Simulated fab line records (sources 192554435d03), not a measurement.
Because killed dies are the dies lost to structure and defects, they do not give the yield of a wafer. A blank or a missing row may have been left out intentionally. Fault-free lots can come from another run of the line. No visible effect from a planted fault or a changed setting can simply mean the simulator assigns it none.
fab line records || flow n5_finfet
record: {"lots": 6, "wafers": 18, "last_day": 17}
route steps=1938 shown BEOL_M13@1711 BEOL_M14@1716
lots untouched by any fault: they come from a run of this same line in which no faults occurred
start_h: the number of hours between the record's first day and the start of the first shown wafer of the lot || wait_h: hours from the lot's prior step to this one || " repeats the value in the row above || L1.1+2: a single row standing in for several wafers || - no value, or no start given || * or withheld: withheld || < > ~ a bound
route shown NAME@n: a module of which the file shows steps, and the number in the route of the first || usual: mean and standard deviation over wafers with no fault || same: alike in all rows || chamber/n: place in a boat || sites: per-site readings || _std_site: how widely they spread, as a standard deviation || _edge_site: the outer-site mean with the inner-site mean subtracted || radius_mm: how far each site lies from the wafer's centre || mask NAME#n: copy n || behind: the most recent tool/chamber to have shaped the wafer || hold: reason for holding the lot/hours on hold/outcome of the hold || device: transistor that didn't switch, given as n, p or np || end of line: tests of these same wafers at the route's end || step lacking rows: just its recipe || killed: not the wafer's yield, but the dies lost to structure and defects at the first sort || map: a wafer's dies, x killed, . not, _ none there
set.NAME: the setting that was run; set.NAME@STEP: the one run at that earlier step || model.NAME: the simulator's own value behind a step, which no gauge read
lots at selected steps of the route; one table per step, one row per wafer
services: a tool's chamber out of use, with start hour (start_h, from the record's first day; less than 0 if before it), hours out, and reason
== steps ==
step: N5_BEOL_M13_THK_MEAS_50
recipe: {"thk_meas_gauge": "xrf", "reads": "Cu_of_BEOL_M13_ECD_47"}
usual: {"M13_THK": "419/6.1"}
{"lot.wafer": "L738.1", "tool": "film_metro-02", "chamber": "-", "start_h": 282.98, "wait_h": "-", "M13_THK[nm]": 420}
{"lot.wafer": "L738.2", "tool": "film_metro-02", "chamber": "-", "start_h": 282.98, "wait_h": "-", "M13_THK[nm]": 421}
{"lot.wafer": "L738.6", "tool": "film_metro-02", "chamber": "-", "start_h": 282.98, "wait_h": "-", "M13_THK[nm]": 421}
{"lot.wafer": "L735.2", "tool": "film_metro-02", "chamber": "-", "start_h": 299.56, "wait_h": "-", "M13_THK[nm]": 411}
{"lot.wafer": "L735.3", "tool": "film_metro-02", "chamber": "-", "start_h": 299.56, "wait_h": "-", "M13_THK[nm]": 419}
{"lot.wafer": "L735.4", "tool": "film_metro-02", "chamber": "-", "start_h": 299.56, "wait_h": "-", "M13_THK[nm]": 412}
{"lot.wafer": "L741.3", "tool": "film_metro-01", "chamber": "-", "start_h": 315.15, "wait_h": "-", "M13_THK[nm]": 410}
{"lot.wafer": "L741.4", "tool": "film_metro-01", "chamber": "-", "start_h": 315.15, "wait_h": "-", "M13_THK[nm]": 411}
{"lot.wafer": "L741.6", "tool": "film_metro-01", "chamber": "-", "start_h": 315.15, "wait_h": "-", "M13_THK[nm]": 406}
{"lot.wafer": "L746.4", "tool": "film_metro-02", "chamber": "-", "start_h": 338.45, "wait_h": "-", "M13_THK[nm]": 423}
{"lot.wafer": "L746.5", "tool": "film_metro-02", "chamber": "-", "start_h": 338.45, "wait_h": "-", "M13_THK[nm]": 418}
{"lot.wafer": "L746.6", "tool": "film_metro-02", "chamber": "-", "start_h": 338.45, "wait_h": "-", "M13_THK[nm]": 428}
{"lot.wafer": "L749.1", "tool": "film_metro-01", "chamber": "-", "start_h": 356.62, "wait_h": "-", "M13_THK[nm]": 410}
{"lot.wafer": "L749.2", "tool": "film_metro-01", "chamber": "-", "start_h": 356.62, "wait_h": "-", "M13_THK[nm]": 422}
{"lot.wafer": "L749.3", "tool": "film_metro-01", "chamber": "-", "start_h": 356.62, "wait_h": "-", "M13_THK[nm]": 411}
{"lot.wafer": "L752.1", "tool": "film_metro-02", "chamber": "-", "start_h": 373.26, "wait_h": "-", "M13_THK[nm]": 433}
{"lot.wafer": "L752.5", "tool": "film_metro-02", "chamber": "-", "start_h": 373.26, "wait_h": "-", "M13_THK[nm]": 432}
{"lot.wafer": "L752.6", "tool": "film_metro-02", "chamber": "-", "start_h": 373.26, "wait_h": "-", "M13_THK[nm]": 420}
step: N5_BEOL_M13_PRE_CLEAN_52
recipe: {"gas": "NH3", "time_s": 15, "temp_c": "withheld", "rf_power_w": 300}
step: N5_BEOL_M13_DEP_53
recipe: {"material": "SiCN", "target_thk_a": 500, "temp_c": "withheld", "precursor": "3MS/NH3", "pressure_torr": 3, "rf_w": 675, "time_s": 17.8}
usual: {"showerhead_plenum_p_Torr": "4.151/0.02", "throttle_valve_pct": "18.0/0.46"}
{"lot.wafer": "L738.1", "tool": "pecvd-02", "chamber": 0, "start_h": 283.04, "wait_h": 0.0, "showerhead_plenum_p_Torr": 4.180, "throttle_valve_pct": 18.3}
{"lot.wafer": "L738.2", "tool": "pecvd-02", "chamber": 1, "start_h": 283.04, "wait_h": 0.0, "showerhead_plenum_p_Torr": 4.122, "throttle_valve_pct": 17.5}
{"lot.wafer": "L738.6", "tool": "pecvd-02", "chamber": 2, "start_h": 283.04, "wait_h": 0.0, "showerhead_plenum_p_Torr": 4.154, "throttle_valve_pct": 17.2}
{"lot.wafer": "L735.2", "tool": "pecvd-04", "chamber": 2, "start_h": 299.63, "wait_h": 0.0, "showerhead_plenum_p_Torr": 4.188, "throttle_valve_pct": 17.9}
{"lot.wafer": "L735.3", "tool": "pecvd-04", "chamber": 0, "start_h": 299.63, "wait_h": 0.0, "showerhead_plenum_p_Torr": 4.152, "throttle_valve_pct": 18.8}
{"lot.wafer": "L735.4", "tool": "pecvd-04", "chamber": 0, "start_h": 299.63, "wait_h": 0.0, "showerhead_plenum_p_Torr": 4.160, "throttle_valve_pct": 19.0}
{"lot.wafer": "L741.3", "tool": "pecvd-04", "chamber": 1, "start_h": 315.21, "wait_h": 0.0, "showerhead_plenum_p_Torr": 4.119, "throttle_valve_pct": 18.5}
{"lot.wafer": "L741.4", "tool": "pecvd-04", "chamber": 0, "start_h": 315.21, "wait_h": 0.0, "showerhead_plenum_p_Torr": 4.165, "throttle_valve_pct": 18.7}
{"lot.wafer": "L741.6", "tool": "pecvd-04", "chamber": 2, "start_h": 315.21, "wait_h": 0.0, "showerhead_plenum_p_Torr": 4.179, "throttle_valve_pct": 17.8}
{"lot.wafer": "L746.4", "tool": "pecvd-04", "chamber": 1, "start_h": 338.53, "wait_h": 0.0, "showerhead_plenum_p_Torr": 4.132, "throttle_valve_pct": 18.3}
{"lot.wafer": "L746.5", "tool": "pecvd-04", "chamber": 2, "start_h": 338.53, "wait_h": 0.0, "showerhead_plenum_p_Torr": 4.177, "throttle_valve_pct": 17.8}
{"lot.wafer": "L746.6", "tool": "pecvd-04", "chamber": 0, "start_h": 338.53, "wait_h": 0.0, "showerhead_plenum_p_Torr": 4.158, "throttle_valve_pct": 19.2}
{"lot.wafer": "L749.1", "tool": "pecvd-04", "chamber": 0, "start_h": 356.70, "wait_h": 0.0, "showerhead_plenum_p_Torr": 4.144, "throttle_valve_pct": 18.7}
{"lot.wafer": "L749.2", "tool": "pecvd-04", "chamber": 1, "start_h": 356.70, "wait_h": 0.0, "showerhead_plenum_p_Torr": 4.129, "throttle_valve_pct": 18.0}
{"lot.wafer": "L749.3", "tool": "pecvd-04", "chamber": 0, "start_h": 356.70, "wait_h": 0.0, "showerhead_plenum_p_Torr": 4.152, "throttle_valve_pct": 18.9}
{"lot.wafer": "L752.1", "tool": "pecvd-04", "chamber": 0, "start_h": 373.32, "wait_h": 0.0, "showerhead_plenum_p_Torr": 4.158, "throttle_valve_pct": 18.8}
{"lot.wafer": "L752.5", "tool": "pecvd-04", "chamber": 0, "start_h": 373.32, "wait_h": 0.0, "showerhead_plenum_p_Torr": 4.145, "throttle_valve_pct": 18.7}
{"lot.wafer": "L752.6", "tool": "pecvd-04", "chamber": 1, "start_h": 373.32, "wait_h": 0.0, "showerhead_plenum_p_Torr": 4.140, "throttle_valve_pct": 18.5}
step: N5_BEOL_M13_RS_MEAS_54
recipe: {"thk_meas_gauge": "four-point-probe", "reads": "Cu_of_BEOL_M13_ECD_47+Ta_of_BEOL_M13_SPUTTER_44+TaN_of_BEOL_M13_SPUTTER_43"}
usual: {"M13_RS": "0.0450/0.00054"}
{"lot.wafer": "L738.1", "tool": "film_metro-01", "chamber": "-", "start_h": 283.11, "wait_h": 0.0, "M13_RS[ohm/sq]": 0.0453}
{"lot.wafer": "L738.2", "tool": "film_metro-01", "chamber": "-", "start_h": 283.11, "wait_h": 0.0, "M13_RS[ohm/sq]": 0.0455}
{"lot.wafer": "L738.6", "tool": "film_metro-01", "chamber": "-", "start_h": 283.11, "wait_h": 0.0, "M13_RS[ohm/sq]": 0.0454}
{"lot.wafer": "L735.2", "tool": "film_metro-01", "chamber": "-", "start_h": 299.69, "wait_h": 0.1, "M13_RS[ohm/sq]": 0.0457}
{"lot.wafer": "L735.3", "tool": "film_metro-01", "chamber": "-", "start_h": 299.69, "wait_h": 0.1, "M13_RS[ohm/sq]": 0.0452}
{"lot.wafer": "L735.4", "tool": "film_metro-01", "chamber": "-", "start_h": 299.69, "wait_h": 0.1, "M13_RS[ohm/sq]": 0.0455}
{"lot.wafer": "L741.3", "tool": "film_metro-01", "chamber": "-", "start_h": 315.28, "wait_h": 0.1, "M13_RS[ohm/sq]": 0.0454}
{"lot.wafer": "L741.4", "tool": "film_metro-01", "chamber": "-", "start_h": 315.28, "wait_h": 0.1, "M13_RS[ohm/sq]": 0.0457}
{"lot.wafer": "L741.6", "tool": "film_metro-01", "chamber": "-", "start_h": 315.28, "wait_h": 0.1, "M13_RS[ohm/sq]": 0.0460}
{"lot.wafer": "L746.4", "tool": "film_metro-02", "chamber": "-", "start_h": 338.58, "wait_h": 0.0, "M13_RS[ohm/sq]": 0.0451}
{"lot.wafer": "L746.5", "tool": "film_metro-02", "chamber": "-", "start_h": 338.58, "wait_h": 0.0, "M13_RS[ohm/sq]": 0.0455}
{"lot.wafer": "L746.6", "tool": "film_metro-02", "chamber": "-", "start_h": 338.58, "wait_h": 0.0, "M13_RS[ohm/sq]": 0.0444}
{"lot.wafer": "L749.1", "tool": "film_metro-02", "chamber": "-", "start_h": 356.78, "wait_h": 0.1, "M13_RS[ohm/sq]": 0.0451}
{"lot.wafer": "L749.2", "tool": "film_metro-02", "chamber": "-", "start_h": 356.78, "wait_h": 0.1, "M13_RS[ohm/sq]": 0.0440}
{"lot.wafer": "L749.3", "tool": "film_metro-02", "chamber": "-", "start_h": 356.78, "wait_h": 0.1, "M13_RS[ohm/sq]": 0.0452}
{"lot.wafer": "L752.1", "tool": "film_metro-01", "chamber": "-", "start_h": 373.39, "wait_h": 0.0, "M13_RS[ohm/sq]": 0.0439}
{"lot.wafer": "L752.5", "tool": "film_metro-01", "chamber": "-", "start_h": 373.39, "wait_h": 0.0, "M13_RS[ohm/sq]": 0.0441}
{"lot.wafer": "L752.6", "tool": "film_metro-01", "chamber": "-", "start_h": 373.39, "wait_h": 0.0, "M13_RS[ohm/sq]": 0.0455}
step: N5_BEOL_M13_INSPECT_55
recipe: {"inspect_instrument": "darkfield", "mode": "post_dep"}
usual: {"raw_defect_count": "68/18"}
{"lot.wafer": "L738.1", "tool": "defect_inspect-01", "chamber": "-", "start_h": 283.13, "wait_h": 0.0, "raw_defect_count": 47}
{"lot.wafer": "L738.2", "tool": "defect_inspect-01", "chamber": "-", "start_h": 283.13, "wait_h": 0.0, "raw_defect_count": 78}
{"lot.wafer": "L738.6", "tool": "defect_inspect-01", "chamber": "-", "start_h": 283.13, "wait_h": 0.0, "raw_defect_count": 72}
{"lot.wafer": "L735.2", "tool": "defect_inspect-01", "chamber": "-", "start_h": 299.72, "wait_h": 0.0, "raw_defect_count": 63}
{"lot.wafer": "L735.3", "tool": "defect_inspect-01", "chamber": "-", "start_h": 299.72, "wait_h": 0.0, "raw_defect_count": 75}
{"lot.wafer": "L735.4", "tool": "defect_inspect-01", "chamber": "-", "start_h": 299.72, "wait_h": 0.0, "raw_defect_count": 60}
{"lot.wafer": "L741.3", "tool": "defect_inspect-02", "chamber": "-", "start_h": 315.30, "wait_h": 0.0, "raw_defect_count": 63}
{"lot.wafer": "L741.4", "tool": "defect_inspect-02", "chamber": "-", "start_h": 315.30, "wait_h": 0.0, "raw_defect_count": 73}
{"lot.wafer": "L741.6", "tool": "defect_inspect-02", "chamber": "-", "start_h": 315.30, "wait_h": 0.0, "raw_defect_count": 79}
{"lot.wafer": "L746.4", "tool": "defect_inspect-02", "chamber": "-", "start_h": 338.61, "wait_h": 0.0, "raw_defect_count": 89}
{"lot.wafer": "L746.5", "tool": "defect_inspect-02", "chamber": "-", "start_h": 338.61, "wait_h": 0.0, "raw_defect_count": 67}
{"lot.wafer": "L746.6", "tool": "defect_inspect-02", "chamber": "-", "start_h": 338.61, "wait_h": 0.0, "raw_defect_count": 85}
{"lot.wafer": "L749.1", "tool": "defect_inspect-02", "chamber": "-", "start_h": 356.81, "wait_h": 0.0, "raw_defect_count": 54}
{"lot.wafer": "L749.2", "tool": "defect_inspect-02", "chamber": "-", "start_h": 356.81, "wait_h": 0.0, "raw_defect_count": 57}
{"lot.wafer": "L749.3", "tool": "defect_inspect-02", "chamber": "-", "start_h": 356.81, "wait_h": 0.0, "raw_defect_count": 46}
{"lot.wafer": "L752.1", "tool": "defect_inspect-01", "chamber": "-", "start_h": 373.42, "wait_h": 0.0, "raw_defect_count": 54}
{"lot.wafer": "L752.5", "tool": "defect_inspect-01", "chamber": "-", "start_h": 373.42, "wait_h": 0.0, "raw_defect_count": 36}
{"lot.wafer": "L752.6", "tool": "defect_inspect-01", "chamber": "-", "start_h": 373.42, "wait_h": 0.0, "raw_defect_count": 55}
step: N5_BEOL_M14_ILD_DEP_00
recipe: {"material": "SiO2", "target_thk_a": 11193, "temp_c": 400, "precursor": "TEOS/O2", "pressure_torr": 6.5, "rf_w": 900, "teos_flow_sccm": 161.4, "gas": "O2", "flow_sccm": 2650, "time_s": 237.4}
usual: {"heater_power_w": "569/110", "showerhead_plenum_p_Torr": "8.34/0.031", "throttle_valve_pct": "18.9/1.1"}
{"lot.wafer": "L738.1", "tool": "pecvd-04", "chamber": 2, "start_h": 283.17, "wait_h": 0.0, "heater_power_w": 478, "showerhead_plenum_p_Torr": 8.34, "throttle_valve_pct": 18.3}
{"lot.wafer": "L738.2", "tool": "pecvd-04", "chamber": 1, "start_h": 283.17, "wait_h": 0.0, "heater_power_w": 699, "showerhead_plenum_p_Torr": 8.30, "throttle_valve_pct": 18.7}
{"lot.wafer": "L738.6", "tool": "pecvd-04", "chamber": 0, "start_h": 283.17, "wait_h": 0.0, "heater_power_w": 484, "showerhead_plenum_p_Torr": 8.34, "throttle_valve_pct": 19.5}
{"lot.wafer": "L735.2", "tool": "pecvd-04", "chamber": 2, "start_h": 299.76, "wait_h": 0.0, "heater_power_w": 390, "showerhead_plenum_p_Torr": 8.37, "throttle_valve_pct": 18.2}
{"lot.wafer": "L735.3", "tool": "pecvd-04", "chamber": 1, "start_h": 299.76, "wait_h": 0.0, "heater_power_w": 588, "showerhead_plenum_p_Torr": 8.29, "throttle_valve_pct": 19.0}
{"lot.wafer": "L735.4", "tool": "pecvd-04", "chamber": 2, "start_h": 299.76, "wait_h": 0.0, "heater_power_w": 457, "showerhead_plenum_p_Torr": 8.37, "throttle_valve_pct": 18.5}
{"lot.wafer": "L741.3", "tool": "pecvd-03", "chamber": 2, "start_h": 315.34, "wait_h": 0.0, "heater_power_w": 564, "showerhead_plenum_p_Torr": 8.34, "throttle_valve_pct": 18.1}
{"lot.wafer": "L741.4", "tool": "pecvd-03", "chamber": 1, "start_h": 315.34, "wait_h": 0.0, "heater_power_w": 527, "showerhead_plenum_p_Torr": 8.32, "throttle_valve_pct": 21.5}
{"lot.wafer": "L741.6", "tool": "pecvd-03", "chamber": 0, "start_h": 315.34, "wait_h": 0.0, "heater_power_w": 656, "showerhead_plenum_p_Torr": 8.34, "throttle_valve_pct": 18.6}
{"lot.wafer": "L746.4", "tool": "pecvd-03", "chamber": 1, "start_h": 338.72, "wait_h": 0.1, "heater_power_w": 668, "showerhead_plenum_p_Torr": 8.35, "throttle_valve_pct": 21.6}
{"lot.wafer": "L746.5", "tool": "pecvd-03", "chamber": 0, "start_h": 338.72, "wait_h": 0.1, "heater_power_w": 537, "showerhead_plenum_p_Torr": 8.36, "throttle_valve_pct": 18.7}
{"lot.wafer": "L746.6", "tool": "pecvd-03", "chamber": 2, "start_h": 338.72, "wait_h": 0.1, "heater_power_w": 514, "showerhead_plenum_p_Torr": 8.38, "throttle_valve_pct": 18.1}
{"lot.wafer": "L749.1", "tool": "pecvd-03", "chamber": 1, "start_h": 356.84, "wait_h": 0.0, "heater_power_w": 634, "showerhead_plenum_p_Torr": 8.34, "throttle_valve_pct": 21.6}
{"lot.wafer": "L749.2", "tool": "pecvd-03", "chamber": 2, "start_h": 356.84, "wait_h": 0.0, "heater_power_w": 479, "showerhead_plenum_p_Torr": 8.36, "throttle_valve_pct": 17.9}
{"lot.wafer": "L749.3", "tool": "pecvd-03", "chamber": 0, "start_h": 356.84, "wait_h": 0.0, "heater_power_w": 675, "showerhead_plenum_p_Torr": 8.34, "throttle_valve_pct": 18.7}
{"lot.wafer": "L752.1", "tool": "pecvd-03", "chamber": 0, "start_h": 373.45, "wait_h": 0.0, "heater_power_w": 583, "showerhead_plenum_p_Torr": 8.38, "throttle_valve_pct": 18.9}
{"lot.wafer": "L752.5", "tool": "pecvd-03", "chamber": 1, "start_h": 373.45, "wait_h": 0.0, "heater_power_w": 518, "showerhead_plenum_p_Torr": 8.31, "throttle_valve_pct": 21.4}
{"lot.wafer": "L752.6", "tool": "pecvd-03", "chamber": 0, "start_h": 373.45, "wait_h": 0.0, "heater_power_w": 650, "showerhead_plenum_p_Torr": 8.35, "throttle_valve_pct": 18.5}
step: N5_BEOL_M14_THK_MEAS_01
recipe: {"reads": "SiO2_of_BEOL_M14_ILD_DEP_00"}
usual: {"M14_ILD_THK": "1112/16"}
{"lot.wafer": "L738.1", "tool": "film_metro-01", "chamber": "-", "start_h": 283.36, "wait_h": 0.1, "M14_ILD_THK[nm]": 1116}
{"lot.wafer": "L738.2", "tool": "film_metro-01", "chamber": "-", "start_h": 283.36, "wait_h": 0.1, "M14_ILD_THK[nm]": 1111}
{"lot.wafer": "L738.6", "tool": "film_metro-01", "chamber": "-", "start_h": 283.36, "wait_h": 0.1, "M14_ILD_THK[nm]": 1113}
{"lot.wafer": "L735.2", "tool": "film_metro-01", "chamber": "-", "start_h": 299.95, "wait_h": 0.1, "M14_ILD_THK[nm]": 1092}
{"lot.wafer": "L735.3", "tool": "film_metro-01", "chamber": "-", "start_h": 299.95, "wait_h": 0.1, "M14_ILD_THK[nm]": 1103}
{"lot.wafer": "L735.4", "tool": "film_metro-01", "chamber": "-", "start_h": 299.95, "wait_h": 0.1, "M14_ILD_THK[nm]": 1111}
{"lot.wafer": "L741.3", "tool": "film_metro-01", "chamber": "-", "start_h": 315.53, "wait_h": 0.1, "M14_ILD_THK[nm]": 1115}
{"lot.wafer": "L741.4", "tool": "film_metro-01", "chamber": "-", "start_h": 315.53, "wait_h": 0.1, "M14_ILD_THK[nm]": 1131}
{"lot.wafer": "L741.6", "tool": "film_metro-01", "chamber": "-", "start_h": 315.53, "wait_h": 0.1, "M14_ILD_THK[nm]": 1129}
{"lot.wafer": "L746.4", "tool": "film_metro-02", "chamber": "-", "start_h": 338.83, "wait_h": 0.0, "M14_ILD_THK[nm]": 1115}
{"lot.wafer": "L746.5", "tool": "film_metro-02", "chamber": "-", "start_h": 338.83, "wait_h": 0.0, "M14_ILD_THK[nm]": 1123}
{"lot.wafer": "L746.6", "tool": "film_metro-02", "chamber": "-", "start_h": 338.83, "wait_h": 0.0, "M14_ILD_THK[nm]": 1138}
{"lot.wafer": "L749.1", "tool": "film_metro-01", "chamber": "-", "start_h": 357.03, "wait_h": 0.1, "M14_ILD_THK[nm]": 1100}
{"lot.wafer": "L749.2", "tool": "film_metro-01", "chamber": "-", "start_h": 357.03, "wait_h": 0.1, "M14_ILD_THK[nm]": 1113}
{"lot.wafer": "L749.3", "tool": "film_metro-01", "chamber": "-", "start_h": 357.03, "wait_h": 0.1, "M14_ILD_THK[nm]": 1108}
{"lot.wafer": "L752.1", "tool": "film_metro-02", "chamber": "-", "start_h": 373.64, "wait_h": 0.1, "M14_ILD_THK[nm]": 1122}
{"lot.wafer": "L752.5", "tool": "film_metro-02", "chamber": "-", "start_h": 373.64, "wait_h": 0.1, "M14_ILD_THK[nm]": 1116}
{"lot.wafer": "L752.6", "tool": "film_metro-02", "chamber": "-", "start_h": 373.64, "wait_h": 0.1, "M14_ILD_THK[nm]": 1129}
step: N5_BEOL_M14_COAT_58
recipe: {"resist": "BARC", "temp_c": 205, "time_s": 60, "spin_rpm": 1500, "resist_thk_nm": 89}
step: N5_BEOL_M14_COAT_04
recipe: {"spin_rpm": 1704, "resist_thk_nm": 800}
step: N5_BEOL_M14_EBR_06
recipe: {"solvent": "PGMEA", "ebr_width_mm": 1.5}
step: N5_BEOL_M14_SOFTBAKE_05
recipe: {"temp_c": 130, "time_s": 60}
step: N5_BEOL_M14_EXPOSE_07
recipe: {"mask_id": "V13", "na": 0.8, "source_shape": "annular", "sigma_inner": 0.5, "sigma_outer": 0.8, "polarization": "unpolarized", "attpsm_phase_deg": 180, "dose_mj": 57}
step: N5_BEOL_M14_PEB_08
recipe: {"peb_temp_c": 130, "peb_time_s": 90}
usual: {"heater_power_total_W": "172.5/0.81"}
{"lot.wafer": "L738.1", "tool": "litho_track-01", "chamber": 0, "start_h": 283.68, "wait_h": 0.1, "heater_power_total_W": 172.9}
{"lot.wafer": "L738.2", "tool": "litho_track-01", "chamber": 0, "start_h": 283.68, "wait_h": 0.1, "heater_power_total_W": 170.8}
{"lot.wafer": "L738.6", "tool": "litho_track-01", "chamber": 0, "start_h": 283.68, "wait_h": 0.1, "heater_power_total_W": 172.3}
{"lot.wafer": "L735.2", "tool": "litho_track-05", "chamber": 0, "start_h": 300.14, "wait_h": 0.0, "heater_power_total_W": 172.2}
{"lot.wafer": "L735.3", "tool": "litho_track-05", "chamber": 0, "start_h": 300.14, "wait_h": 0.0, "heater_power_total_W": 172.8}
{"lot.wafer": "L735.4", "tool": "litho_track-05", "chamber": 0, "start_h": 300.14, "wait_h": 0.0, "heater_power_total_W": 172.8}
{"lot.wafer": "L741.3", "tool": "litho_track-05", "chamber": 0, "start_h": 315.85, "wait_h": 0.0, "heater_power_total_W": 178.9}
{"lot.wafer": "L741.4", "tool": "litho_track-05", "chamber": 0, "start_h": 315.85, "wait_h": 0.0, "heater_power_total_W": 173.0}
{"lot.wafer": "L741.6", "tool": "litho_track-05", "chamber": 0, "start_h": 315.85, "wait_h": 0.0, "heater_power_total_W": 179.0}
{"lot.wafer": "L746.4", "tool": "litho_track-05", "chamber": 0, "start_h": 339.15, "wait_h": 0.0, "heater_power_total_W": 171.9}
{"lot.wafer": "L746.5", "tool": "litho_track-05", "chamber": 0, "start_h": 339.15, "wait_h": 0.0, "heater_power_total_W": 179.4}
{"lot.wafer": "L746.6", "tool": "litho_track-05", "chamber": 0, "start_h": 339.15, "wait_h": 0.0, "heater_power_total_W": 178.6}
{"lot.wafer": "L749.1", "tool": "litho_track-01", "chamber": 0, "start_h": 357.35, "wait_h": 0.1, "heater_power_total_W": 171.5}
{"lot.wafer": "L749.2", "tool": "litho_track-01", "chamber": 0, "start_h": 357.35, "wait_h": 0.1, "heater_power_total_W": 172.2}
{"lot.wafer": "L749.3", "tool": "litho_track-01", "chamber": 0, "start_h": 357.35, "wait_h": 0.1, "heater_power_total_W": 172.3}
{"lot.wafer": "L752.1", "tool": "litho_track-01", "chamber": 0, "start_h": 373.84, "wait_h": 0.1, "heater_power_total_W": 171.8}
{"lot.wafer": "L752.5", "tool": "litho_track-01", "chamber": 0, "start_h": 373.84, "wait_h": 0.1, "heater_power_total_W": 171.8}
{"lot.wafer": "L752.6", "tool": "litho_track-01", "chamber": 0, "start_h": 373.84, "wait_h": 0.1, "heater_power_total_W": 173.1}
step: N5_BEOL_M14_DEVELOP_09
recipe: {"develop_time_s": 45, "rinse_liquid": "diw", "dry": "air_spin", "dev_temp_c": 21}
== services ==
{"tool": "litho_track-05", "chamber": "-", "start_h": 268.12, "hours": "-", "kind": "consumable_replace:filter"}
{"tool": "pecvd-03", "chamber": 2, "start_h": 281.75, "hours": 5.9, "kind": "repair"}
{"tool": "pecvd-03", "chamber": 1, "start_h": 300.38, "hours": "-", "kind": "calibration"}
{"tool": "pecvd-02", "chamber": "-", "start_h": 323.11, "hours": 2.0, "kind": "repair"}
{"tool": "pecvd-02", "chamber": 1, "start_h": 351.24, "hours": 3.6, "kind": "repair"}
{"tool": "pecvd-04", "chamber": 2, "start_h": 353.26, "hours": 16.5, "kind": "scheduled_down"}
== key ==
first_sign: {"step": "N5_BEOL_M14_PEB_08", "reading": "heater_power_total_W", "direction": "up", "sigmas": 8, "usual": "*", "struck": "*"}
effect none on later readings
met_at N5_BEOL_M14_PEB_08
struck_wafers L741.3,L741.6,L746.5,L746.6
onset_between 300.14 315.85
fault: {"kind": "process_parameter_drift", "tool": "litho_track-05", "chamber": "-", "onset_h": 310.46, "steps": "N5_BEOL_M14_PEB_08", "channel": "peb_time_s", "offset": "*", "shape": "step", "end_h": 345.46, "scope": "struck_wafers_only", "acts_in": "*", "stated": "*"}
